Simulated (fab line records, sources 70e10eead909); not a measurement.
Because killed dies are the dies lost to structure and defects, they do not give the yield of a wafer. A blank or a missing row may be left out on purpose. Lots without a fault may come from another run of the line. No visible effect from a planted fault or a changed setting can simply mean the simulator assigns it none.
fab line records -- flow nand-harc
record lots=12, wafers=36, last-day=34
route steps=1302 shown P_GATE@132 END@1302
lots that met no fault: taken from a fault-free run of the same line
start-h: hours from the record's first day to the start of the lot's first wafer shown -- wait-h: how many hours have passed since the lot's step before this one -- " the same as in the row above -- L1.1+2: a single row standing in for several wafers -- - either no value or no given start -- * or withheld: withheld -- < > ~ a bound
route shown NAME@n: names a module that has steps shown in the file, with the first one's number in the route -- usual: average and standard deviation across the fault-free wafers -- same: alike in all rows -- chamber/n: place in a boat -- sites: the reading at each site -- _std_site: the standard deviation of these -- _edge_site: the outer-site mean with the inner-site mean subtracted -- radius-mm: how far each site lies from the wafer's centre -- mask NAME#n: copy n -- behind: the most recent tool/chamber to have shaped the wafer -- hold: cause of the lot's hold/its duration in hours/its outcome -- device: whichever transistor did not switch (one of n, p or np) -- end of line: tests of these same wafers at the route's end -- step lacking rows: just its recipe -- killed: count of dies lost to structure and defects at first sort (not the wafer's yield) -- map: shows each die of a wafer: x if killed, . if not, _ if none is there
set.NAME: setting as actually run; set.NAME@STEP: the setting as run at that earlier step -- model.NAME: the simulator's own value behind a step, which no gauge read
steps of the route over a sample of lots; a table a step, a row a wafer
services: from which hour (start-h, from the record's first day; less than 0 if before it) a tool's chamber was out of use, for how many hours, and why
## steps
# step NHARC_P_GATE_DEP_103
# recipe target-thk-a=300, target-thk-nm=30, temp-c=400, flow-sccm=200, rf-w=350, material=SiON
# usual heater-power-w=710/99
lot.wafer,tool,chamber,start-h,wait-h,heater-power-w
L741.3,pecvd-01,0,111.31,0.4,625
L741.1,pecvd-01,1,111.31,0.4,752
L741.4,pecvd-01,1,111.31,0.4,750
L745.3,pecvd-02,2,140.23,0.4,719
L745.2,pecvd-02,1,140.23,0.4,707
L745.5,pecvd-02,1,140.23,0.4,721
L750.3,pecvd-01,2,182.92,0.4,583
L750.1,pecvd-01,1,182.92,0.4,803
L750.5,pecvd-01,0,182.92,0.4,631
L753.1,pecvd-03,1,215.57,0.6,908
L753.6,pecvd-03,0,215.57,0.6,640
L753.5,pecvd-03,2,215.57,0.6,695
L755.2,pecvd-03,1,240.79,0.5,923
L755.1,pecvd-03,2,240.79,0.5,682
L755.4,pecvd-03,0,240.79,0.5,663
L758.3,pecvd-01,1,272.39,0.3,696
L758.5,pecvd-01,1,272.39,0.3,706
L758.6,pecvd-01,2,272.39,0.3,626
L759.2,pecvd-02,1,278.44,0.4,699
L759.5,pecvd-02,1,278.44,0.4,667
L759.4,pecvd-02,2,278.44,0.4,745
L760.2,pecvd-03,1,286.63,0.4,802
L760.6,pecvd-03,1,286.63,0.4,786
L760.4,pecvd-03,2,286.63,0.4,608
L761.3,pecvd-01,2,292.82,0.4,555
L761.5,pecvd-01,0,292.82,0.4,694
L761.4,pecvd-01,1,292.82,0.4,783
L762.2,pecvd-02,0,304.32,0.9,860
L762.1,pecvd-02,1,304.32,0.9,604
L762.5,pecvd-02,2,304.32,0.9,678
L763.3,pecvd-03,2,317.64,0.3,592
L763.1,pecvd-03,0,317.64,0.3,675
L763.5,pecvd-03,1,317.64,0.3,828
L764.2,pecvd-01,2,332.70,0.5,647
L764.3,pecvd-01,0,332.70,0.5,637
L764.6,pecvd-01,1,332.70,0.5,757
# step NHARC_P_GATE_ETCH_114
# recipe target-depth-a=300, overetch-a=30, time-s=16.5, ion-energy-ev=100, cf4-flow-sccm=80, o2-flow-sccm=20, ar-flow-sccm=0, rf-w=300, bias-w=100, chemistry=CF4/O2
# usual chamber-pressure-mTorr=29.998/0.026, drypump-motor-current-A=5.7/0.54, oes_f_703_au=1.000/0.005, oes-product-au=1.001/0.0071, rf-vpp-V=198.1/1.4, showerhead-plenum-p-Torr=1.35/0.055, throttle-valve-pct=13.398/0.0085
lot.wafer,tool,chamber,start-h,wait-h,chamber-pressure-mTorr,drypump-motor-current-A,oes_f_703_au,oes-product-au,rf-hours-counter-h,rf-vpp-V,showerhead-plenum-p-Torr,throttle-valve-pct
L741.3,rie-diel-08,3,-,-,30.010,5.4,0.994,1.003,2.7,196.8,1.36,13.383
L741.1,rie-diel-08,1,-,-,29.967,5.2,1.010,1.001,3.2,200.3,1.42,13.395
L741.4,rie-diel-08,2,-,-,29.949,5.5,0.999,0.997,3.0,195.5,1.26,13.402
L745.3,rie-diel-11,0,-,-,30.063,5.2,0.997,1.009,1.6,197.7,1.36,13.395
L745.2,rie-diel-11,1,-,-,29.996,6.7,1.000,1.002,2.3,197.6,1.33,13.408
L745.5,rie-diel-11,3,-,-,30.030,6.5,1.003,1.013,-,197.8,1.37,13.407
L750.3,rie-diel-11,0,-,-,29.979,5.2,0.991,1.005,4.3,198.5,1.36,13.415
L750.1,rie-diel-11,1,-,-,30.004,6.7,0.997,0.998,4.6,197.7,1.33,13.395
L750.5,rie-diel-11,1,-,-,30.010,6.6,1.010,1.004,-,198.0,1.33,13.408
L753.1,rie-diel-11,3,-,-,29.995,6.5,0.997,1.000,5.6,198.8,1.37,13.401
L753.6,rie-diel-11,1,-,-,30.012,6.6,1.001,1.004,-,197.0,1.33,13.397
L753.5,rie-diel-11,2,-,-,29.994,5.8,1.000,1.003,-,197.6,1.30,13.395
L755.1,rie-diel-09,0,-,-,30.008,5.5,1.001,1.003,3.7,199.4,1.37,13.407
L755.4,rie-diel-09,1,-,-,29.961,5.2,0.994,1.004,3.5,201.0,1.43,13.380
L755.2,rie-diel-09,3,-,-,30.031,5.9,0.989,1.007,3.7,199.0,1.39,13.392
L758.3,rie-diel-09,3,-,-,30.015,5.8,0.996,0.992,4.2,198.6,1.39,13.394
L758.5,rie-diel-09,1,-,-,30.006,5.2,1.003,0.997,-,199.3,1.43,13.388
L758.6,rie-diel-09,2,-,-,30.011,4.8,0.997,0.995,-,198.6,1.40,13.397
L759.2,rie-diel-09,1,-,-,29.990,5.2,0.998,0.998,4.2,199.8,1.43,13.403
L759.4,rie-diel-09,1,-,-,30.035,5.2,1.000,1.000,-,199.6,1.43,13.397
L759.5,rie-diel-09,2,-,-,30.025,4.8,1.000,0.994,-,198.4,1.41,13.403
L760.2,rie-diel-08,2,-,-,29.985,5.5,1.002,0.999,7.1,196.6,1.26,13.394
L760.4,rie-diel-08,3,-,-,29.958,5.4,1.006,0.995,6.9,198.1,1.35,13.403
L760.6,rie-diel-08,3,-,-,29.969,5.4,1.002,0.998,-,199.3,1.35,13.400
L761.4,rie-diel-09,2,-,-,29.988,4.8,1.001,0.994,5.9,198.8,1.40,13.391
L761.3,rie-diel-09,3,-,-,29.987,5.8,0.995,1.003,4.3,197.9,1.39,13.407
L761.5,rie-diel-09,1,-,-,30.042,5.2,0.996,1.002,-,199.5,1.43,13.394
L762.1,rie-diel-08,1,-,-,29.981,5.2,1.000,0.997,6.9,201.0,1.42,13.407
L762.2,rie-diel-08,2,-,-,30.038,5.5,0.998,1.003,8.2,196.6,1.26,13.396
L762.5,rie-diel-08,1,-,-,29.997,5.2,0.996,0.995,-,200.2,1.42,13.386
L763.1,rie-diel-09,2,-,-,29.989,4.8,0.992,0.988,6.4,198.2,1.40,13.405
L763.3,rie-diel-09,0,-,-,30.041,5.5,1.004,1.003,6.6,198.6,1.37,13.392
L763.5,rie-diel-09,1,-,-,29.967,5.2,1.004,1.003,-,200.3,1.43,13.404
L764.3,rie-diel-08,3,-,-,29.976,5.4,1.000,0.997,9.2,197.9,1.35,13.395
L764.2,rie-diel-08,1,-,-,29.995,5.2,0.995,0.998,7.8,199.4,1.42,13.397
L764.6,rie-diel-08,3,-,-,30.018,5.4,1.007,0.992,-,197.7,1.35,13.378
# step NHARC_P_GATE_ALD_36
# recipe target-thk-a=200, pulse-time-s=60, ald-cycles=223, temp-c=400, material=SiNx
# usual ald-cycles=223/0, heater-power-w=795/74, precursor-pulse-height-rel=1.000/0.018
lot.wafer,tool,chamber,start-h,wait-h,ald-cycles,heater-power-w,precursor-pulse-height-rel
L741.3,ald-sin-04,0,113.28,-,223,729,0.996
L741.1,ald-sin-04,3,116.10,-,223,778,1.012
L741.4,ald-sin-04,2,118.92,-,223,967,1.008
L745.3,ald-sin-01,2,142.25,-,223,878,0.961
L745.2,ald-sin-01,1,145.06,-,223,801,1.022
L745.5,ald-sin-01,2,146.46,-,223,852,0.992
L750.3,ald-sin-02,2,185.04,-,304,719,0.998
L750.1,ald-sin-02,1,188.19,-,304,694,1.013
L750.5,ald-sin-02,2,189.24,-,304,691,1.019
L753.1,ald-sin-02,3,220.72,-,304,796,1.013
L753.6,ald-sin-02,0,221.79,-,304,751,1.002
L753.5,ald-sin-02,1,222.85,-,304,687,1.015
L755.2,ald-sin-01,1,243.96,-,223,800,1.028
L755.4,ald-sin-01,2,245.01,-,223,869,0.996
L755.1,ald-sin-01,3,246.06,-,223,786,1.005
L758.3,ald-sin-01,2,276.47,-,223,867,0.979
L758.6,ald-sin-01,0,278.56,-,223,781,1.007
L758.5,ald-sin-01,1,279.60,-,223,775,0.997
L759.4,ald-sin-02,0,281.57,-,223,749,1.012
L759.2,ald-sin-02,1,282.62,-,223,714,0.968
L759.5,ald-sin-02,0,285.75,-,223,764,1.028
L760.2,ald-sin-04,2,289.82,-,223,993,0.986
L760.4,ald-sin-04,3,290.87,-,223,822,0.969
L760.6,ald-sin-04,2,294.03,-,223,997,1.006
L761.4,ald-sin-01,2,296.88,-,223,862,1.003
L761.3,ald-sin-01,3,297.94,-,223,767,1.031
L761.5,ald-sin-01,0,298.99,-,223,814,1.000
L762.2,ald-sin-04,0,306.44,-,223,714,0.989
L762.1,ald-sin-04,1,307.52,-,223,761,1.007
L762.5,ald-sin-04,1,311.84,-,223,784,1.032
L763.1,ald-sin-02,1,319.77,-,223,699,0.993
L763.3,ald-sin-02,3,321.90,-,223,823,0.982
L763.5,ald-sin-02,1,324.03,-,223,693,1.030
L764.3,ald-sin-01,0,334.82,-,223,814,1.033
L764.2,ald-sin-01,2,336.94,-,223,882,1.002
L764.6,ald-sin-01,0,339.06,-,223,800,0.998
# step NHARC_P_GATE_STRIP_101
# recipe time-s=20, o2-flow-sccm=500, ar-flow-sccm=0, bias-w=0, chemistry=O2
# usual chamber-pressure-mTorr=60.01/0.081, drypump-motor-current-A=5.7/0.53, oes-product-au=1.000/0.0072, rf-vpp-V=57.8/0.85, showerhead-plenum-p-Torr=3.57/0.13, throttle-valve-pct=17.036/0.0099
lot.wafer,tool,chamber,start-h,wait-h,chamber-pressure-mTorr,drypump-motor-current-A,oes-product-au,rf-hours-counter-h,rf-vpp-V,showerhead-plenum-p-Torr,throttle-valve-pct
L741.1,rie-diel-09,0,125.01,0.1,60.00,5.5,1.010,9.5,57.8,3.61,17.032
L741.3,rie-diel-09,1,125.01,0.1,60.12,5.2,0.998,9.9,58.7,3.77,17.029
L741.4,rie-diel-09,2,125.01,0.1,59.92,4.8,0.990,9.4,57.8,3.71,17.034
L745.3,rie-diel-08,2,153.96,0.1,59.99,5.5,1.000,5.8,57.1,3.33,17.047
L745.2,rie-diel-08,3,153.96,0.1,59.98,5.4,1.000,5.0,56.5,3.58,17.038
L745.5,rie-diel-08,1,153.96,0.1,60.04,5.2,0.996,-,57.7,3.75,17.039
L750.3,rie-diel-11,0,194.61,0.1,59.90,5.2,1.002,4.3,58.7,3.60,17.040
L750.1,rie-diel-11,1,194.61,0.1,60.09,6.7,1.002,4.6,57.7,3.52,17.055
L750.5,rie-diel-11,1,194.61,0.1,60.01,6.7,1.002,-,57.5,3.52,17.035
L753.1,rie-diel-11,2,227.18,0.1,60.07,5.9,1.002,6.5,56.6,3.44,17.036
L753.6,rie-diel-11,2,227.18,0.1,60.02,5.8,1.000,-,56.4,3.44,17.046
L753.5,rie-diel-11,3,227.18,0.1,60.00,6.5,1.011,-,58.0,3.61,17.049
L755.1,rie-diel-11,3,252.50,0.1,59.96,6.5,1.007,8.4,57.8,3.61,17.036
L755.2,rie-diel-11,0,252.50,0.1,59.91,5.2,0.997,8.3,57.9,3.60,17.029
L755.4,rie-diel-11,1,252.50,0.1,60.05,6.7,0.996,8.2,58.9,3.52,17.024
L758.3,rie-diel-11,2,283.92,0.1,60.07,5.8,0.993,1.3,58.3,3.44,17.029
L758.5,rie-diel-11,3,283.92,0.1,59.97,6.5,0.996,-,57.6,3.61,17.052
L758.6,rie-diel-11,0,283.92,0.1,59.92,5.2,0.996,-,57.9,3.60,17.023
L759.4,rie-diel-09,1,290.06,0.1,60.01,5.2,1.004,5.9,58.0,3.77,17.038
L759.2,rie-diel-09,2,290.06,0.1,60.04,4.8,0.989,5.7,56.7,3.70,17.034
L759.5,rie-diel-09,0,290.06,0.1,60.06,5.5,1.000,-,57.6,3.61,17.044
L760.4,rie-diel-09,2,298.35,0.1,60.09,4.8,0.994,5.9,59.2,3.70,17.030
L760.2,rie-diel-09,3,298.35,0.1,59.84,5.9,1.001,4.3,57.4,3.67,17.026
L760.6,rie-diel-09,3,298.35,0.1,59.95,5.9,0.999,-,57.9,3.67,17.056
L761.3,rie-diel-11,3,304.38,0.1,59.92,6.5,0.995,2.4,57.2,3.61,17.028
L761.4,rie-diel-11,0,304.38,0.1,59.98,5.2,1.003,1.9,57.4,3.60,17.054
L761.5,rie-diel-11,3,304.38,0.1,59.93,6.5,0.990,-,57.7,3.61,17.032
L762.1,rie-diel-09,3,316.19,0.1,59.99,5.8,1.002,4.8,59.7,3.67,17.035
L762.2,rie-diel-09,0,316.19,0.1,59.96,5.5,0.988,6.6,59.6,3.61,17.051
L762.5,rie-diel-09,2,316.19,0.1,60.05,4.8,0.988,-,58.5,3.70,17.039
L763.3,rie-diel-11,1,329.44,0.1,60.06,6.7,1.007,3.1,57.6,3.51,17.050
L763.1,rie-diel-11,2,329.44,0.1,60.71,5.9,1.016,3.2,56.9,3.44,17.031
L763.5,rie-diel-11,0,329.44,0.1,60.04,5.2,1.017,-,58.3,3.60,17.024
L764.2,rie-diel-08,2,344.45,0.1,59.98,5.5,0.997,9.3,58.6,3.33,17.046
L764.3,rie-diel-08,0,344.45,0.1,59.96,6.0,1.000,8.2,56.0,3.32,17.044
L764.6,rie-diel-08,2,344.45,0.1,59.99,5.5,0.997,-,57.3,3.33,17.028
# step NHARC_END_SORT_01
# recipe temp-c=25
# usual killed-at-array=50/18, killed-at-other=0.8/1.1, killed-at-periphery=4.1/2.9, killed-dies=55/18, killed-open=3.5/1.9, killed-short=2.4/1.5
# same gross-dies=677
lot.wafer,tool,chamber,start-h,wait-h,killed-at-array,killed-at-other,killed-at-periphery,killed-dies,killed-open,killed-short
L758.3,prober-01,0,748.46,3.1,54,1,5,60,2,5
L758.5,prober-01,0,750.03,3.6,53,1,3,57,1,0
L758.6,prober-01,0,750.81,3.9,62,0,1,63,3,3
L759.2,prober-01,0,755.43,2.8,50,1,3,54,4,1
L759.4,prober-01,0,757.01,3.4,69,0,3,72,6,4
L759.5,prober-01,0,757.81,3.7,61,0,2,63,4,0
# killed by level:class
L758.3 A_SLIT:chamber-film-flake=28 A_CHANNEL_HOLE_D1:chamber-film-flake=15 A_CONTACT:chamber-film-flake=6 A_WL_FILL:geometric-particle:short=2 P_BONDPAD:chamber-film-flake=2 P_M1:geometric-particle:open=1 P_M1:geometric-particle:short=1 A_ONON_D2:geometric-particle:short=1
L758.5 A_SLIT:chamber-film-flake=33 A_CHANNEL_HOLE_D1:chamber-film-flake=13 A_CONTACT:chamber-film-flake=4 P_GATE:chamber-film-flake=2 A_STAIRCASE:chamber-film-flake=2 A_CONTACT:geometric-particle:open=1 P_STI:chamber-film-flake=1 THIN_TSV:chamber-film-flake=1
L758.6 A_SLIT:chamber-film-flake=31 A_CHANNEL_HOLE_D1:chamber-film-flake=20 A_CONTACT:chamber-film-flake=4 P_STI:geometric-particle:short=1 A_ONON_D1:geometric-particle:short=1 A_ONON_D1:geometric-particle:open=1 A_ONON_D2:geometric-particle:short=1 A_WL_FILL:geometric-particle:open=1
L759.2 A_SLIT:chamber-film-flake=22 A_CHANNEL_HOLE_D2:chamber-film-flake=11 A_CHANNEL_HOLE_D1:chamber-film-flake=7 A_CONTACT:chamber-film-flake=3 P_M0:geometric-particle:open=1 A_SOURCE_PLATE:geometric-particle:open=1 A_ONON_D1:geometric-particle:short=1 A_CHANNEL_FILL_D1:geometric-particle:open=1
L759.4 A_SLIT:chamber-film-flake=30 A_CHANNEL_HOLE_D2:chamber-film-flake=17 A_CHANNEL_HOLE_D1:chamber-film-flake=8 A_CONTACT:chamber-film-flake=3 A_CHANNEL_FILL_D2:geometric-particle:short=2 A_WL_FILL:geometric-particle:open=2 A_CONTACT:geometric-particle:open=2 P_GATE:geometric-particle:open=1
L759.5 A_SLIT:chamber-film-flake=25 A_CHANNEL_HOLE_D2:chamber-film-flake=20 A_CONTACT:chamber-film-flake=5 A_CHANNEL_HOLE_D1:chamber-film-flake=5 A_STAIRCASE:chamber-film-flake=2 P_M0:geometric-particle:open=1 A_CHANNEL_FILL_D2:geometric-particle:open=1 A_CONTACT:geometric-particle:open=1
## services
tool,chamber,start-h,hours,kind
ald-sin-02,3,97.52,2.6,repair
pecvd-01,-,130.00,13.0,pm
ald-sin-01,0,140.91,6.8,repair
rie-diel-09,-,143.11,9.0,pm
rie-diel-08,0,146.46,8.0,repair
ald-sin-01,3,153.67,6.4,repair
rie-diel-09,0,186.43,3.3,repair
rie-diel-11,3,189.06,3.3,repair
rie-diel-08,-,190.80,9.0,pm
ald-sin-01,2,203.28,20.4,repair
rie-diel-09,1,236.67,3.8,repair
rie-diel-09,0,255.07,1.9,repair
rie-diel-11,-,255.50,9.0,pm
pecvd-01,1,255.63,4.7,repair
rie-diel-08,-,261.46,0.5,repair
rie-diel-11,3,266.48,2.5,repair
pecvd-01,1,267.43,2.1,repair
rie-diel-09,3,279.01,10.7,repair
rie-diel-11,0,295.06,4.9,repair
pecvd-01,-,300.25,4.8,repair
pecvd-01,-,311.00,13.0,pm
rie-diel-09,-,320.11,9.0,pm
rie-diel-11,-,331.32,0.4,repair
rie-diel-09,2,333.18,19.9,repair
## key
first-sign step=NHARC_P_GATE_ALD_36, reading=ald-cycles, direction=up, sigmas=99+, usual=223, struck=304
effect none on later readings
met-at NHARC_P_GATE_ALD_36
struck-lots L750,L753
tester-left-out L750,L753
not-acting-at NHARC_P_GATE_DEP_103,NHARC_P_GATE_ETCH_114,NHARC_P_GATE_STRIP_101
fault kind=process-parameter-drift, tool=ald-sin-02, chamber=-, onset-h=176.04, steps=NHARC_P_GATE_ALD_36, channel=ald-cycles, offset=81, shape=step, end-h=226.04, stated=223
# tester-left-out: of these lots the tester's yield and bins aren't shown, on N5 and GAA mostly nor the transistor test; their killed dies are dies lost to structure and defects alone, not to doping, threshold or leakage, so they don't give the yield
